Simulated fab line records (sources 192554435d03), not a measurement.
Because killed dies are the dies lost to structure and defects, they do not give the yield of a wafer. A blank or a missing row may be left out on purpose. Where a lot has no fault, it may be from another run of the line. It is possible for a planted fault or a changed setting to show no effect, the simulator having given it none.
Chamber matching / flow n5 finfet / N5_BEOL_M8_ETCH_65 on rie diel-05 has 4 sister chambers
The step etches SiARC in CF4, target depth 15.6 nm, time 26 s. 24 wafers are shown with their chamber, then 12 later ones without.

== WAFERS, EACH WITH ITS CHAMBER ==
wafer=L075.3; chamber=3; drypump motor current A (A)=5.3; showerhead plenum p Torr (Torr)=2.12; etch rf on time s (s)=26.2
wafer=L075.4; chamber=2; drypump motor current A (A)=5.9; showerhead plenum p Torr (Torr)=2.14; etch rf on time s (s)=25.8
wafer=L075.6; chamber=0; drypump motor current A (A)=6.4; showerhead plenum p Torr (Torr)=2.28; etch rf on time s (s)=25.2
wafer=L074.1; chamber=1; drypump motor current A (A)=5.1; showerhead plenum p Torr (Torr)=2.10; etch rf on time s (s)=26.4
wafer=L074.5; chamber=0; drypump motor current A (A)=6.4; showerhead plenum p Torr (Torr)=2.28; etch rf on time s (s)=25.2
wafer=L074.6; chamber=1; drypump motor current A (A)=5.2; showerhead plenum p Torr (Torr)=2.10; etch rf on time s (s)=26.2
wafer=L084.2; chamber=3; drypump motor current A (A)=5.3; showerhead plenum p Torr (Torr)=2.11; etch rf on time s (s)=26.4
wafer=L084.3; chamber=1; drypump motor current A (A)=5.1; showerhead plenum p Torr (Torr)=2.10; etch rf on time s (s)=26.2
wafer=L084.6; chamber=1; drypump motor current A (A)=5.1; showerhead plenum p Torr (Torr)=2.09; etch rf on time s (s)=26.3
wafer=L080.1; chamber=1; drypump motor current A (A)=5.2; showerhead plenum p Torr (Torr)=2.09; etch rf on time s (s)=26.5
wafer=L080.5; chamber=0; drypump motor current A (A)=6.4; showerhead plenum p Torr (Torr)=2.27; etch rf on time s (s)=25.4
wafer=L080.6; chamber=3; drypump motor current A (A)=5.3; showerhead plenum p Torr (Torr)=2.11; etch rf on time s (s)=26.3
wafer=L083.1; chamber=1; drypump motor current A (A)=5.2; showerhead plenum p Torr (Torr)=2.09; etch rf on time s (s)=26.1
wafer=L083.4; chamber=0; drypump motor current A (A)=6.4; showerhead plenum p Torr (Torr)=2.27; etch rf on time s (s)=25.4
wafer=L083.5; chamber=2; drypump motor current A (A)=5.8; showerhead plenum p Torr (Torr)=2.13; etch rf on time s (s)=25.9
wafer=L085.1; chamber=1; drypump motor current A (A)=5.2; showerhead plenum p Torr (Torr)=2.09; etch rf on time s (s)=26.2
wafer=L085.4; chamber=0; drypump motor current A (A)=6.4; showerhead plenum p Torr (Torr)=2.27; etch rf on time s (s)=25.2
wafer=L085.5; chamber=1; drypump motor current A (A)=5.1; showerhead plenum p Torr (Torr)=2.09; etch rf on time s (s)=25.9
wafer=L093.1; chamber=1; drypump motor current A (A)=5.1; showerhead plenum p Torr (Torr)=2.09; etch rf on time s (s)=26.2
wafer=L093.3; chamber=2; drypump motor current A (A)=5.8; showerhead plenum p Torr (Torr)=2.13; etch rf on time s (s)=26.0
wafer=L093.4; chamber=0; drypump motor current A (A)=6.4; showerhead plenum p Torr (Torr)=2.27; etch rf on time s (s)=25.2
wafer=L086.3; chamber=1; drypump motor current A (A)=5.1; showerhead plenum p Torr (Torr)=2.09; etch rf on time s (s)=26.0
wafer=L086.4; chamber=0; drypump motor current A (A)=6.4; showerhead plenum p Torr (Torr)=2.26; etch rf on time s (s)=25.5
wafer=L086.5; chamber=3; drypump motor current A (A)=5.3; showerhead plenum p Torr (Torr)=2.11; etch rf on time s (s)=26.0

SIGNATURES (averages over the wafers above)
reading=drypump motor current A; chamber 0=6.400; chamber 1=5.140; chamber 2=5.833; chamber 3=5.300; scatter within a chamber=0.0392
reading=showerhead plenum p Torr; chamber 0=2.2714; chamber 1=2.0930; chamber 2=2.1333; chamber 3=2.1125; scatter within a chamber=0.00565
reading=etch rf on time s; chamber 0=25.300; chamber 1=26.200; chamber 2=25.900; chamber 3=26.225; scatter within a chamber=0.156
Rule: distance of a wafer from a chamber = root of the sum over the readings of ((wafer's reading minus chamber's mean) / reading's scatter) squared. The wafer belongs to the nearest chamber; if the next one is less than 2 further off, it can't be placed. How the scatter is found: for the shown wafers, subtract from each reading the mean of its chamber, square and add these, divide the total by (wafers less chambers), then take the root.

== WAFERS WITHOUT THEIR CHAMBER ==
wafer=L095.1; drypump motor current A (A)=5.8; showerhead plenum p Torr (Torr)=2.12; etch rf on time s (s)=25.7
wafer=L095.4; drypump motor current A (A)=5.1; showerhead plenum p Torr (Torr)=2.09; etch rf on time s (s)=25.7
wafer=L095.6; drypump motor current A (A)=5.3; showerhead plenum p Torr (Torr)=2.11; etch rf on time s (s)=25.5
wafer=L092.2; drypump motor current A (A)=5.1; showerhead plenum p Torr (Torr)=2.09; etch rf on time s (s)=26.0
wafer=L092.5; drypump motor current A (A)=5.1; showerhead plenum p Torr (Torr)=2.09; etch rf on time s (s)=26.0
wafer=L092.6; drypump motor current A (A)=6.4; showerhead plenum p Torr (Torr)=2.26; etch rf on time s (s)=25.0
wafer=L094.1; drypump motor current A (A)=5.2; showerhead plenum p Torr (Torr)=2.08; etch rf on time s (s)=25.6
wafer=L094.4; drypump motor current A (A)=6.4; showerhead plenum p Torr (Torr)=2.26; etch rf on time s (s)=25.1
wafer=L094.6; drypump motor current A (A)=6.4; showerhead plenum p Torr (Torr)=2.26; etch rf on time s (s)=25.4
wafer=L097.3; drypump motor current A (A)=6.4; showerhead plenum p Torr (Torr)=2.26; etch rf on time s (s)=25.4
wafer=L097.4; drypump motor current A (A)=5.8; showerhead plenum p Torr (Torr)=2.12; etch rf on time s (s)=26.4
wafer=L097.6; drypump motor current A (A)=5.3; showerhead plenum p Torr (Torr)=2.10; etch rf on time s (s)=26.0

== CHAMBER TAKEN BY EACH ==
wafer=L095.1; from the rows above=2; in truth=2
wafer=L095.4; from the rows above=1; in truth=1
wafer=L095.6; from the rows above=3; in truth=3
wafer=L092.2; from the rows above=1; in truth=1
wafer=L092.5; from the rows above=1; in truth=1
wafer=L092.6; from the rows above=0; in truth=0
wafer=L094.1; from the rows above=1; in truth=1
wafer=L094.4; from the rows above=0; in truth=0
wafer=L094.6; from the rows above=0; in truth=0
wafer=L097.3; from the rows above=0; in truth=0
wafer=L097.4; from the rows above=2; in truth=2
wafer=L097.6; from the rows above=can't be placed: 3 or 1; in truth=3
11 of 12 placed correctly. Not placeable from these rows: 1 (in 1, the candidates include the true chamber). 0 placed wrongly.
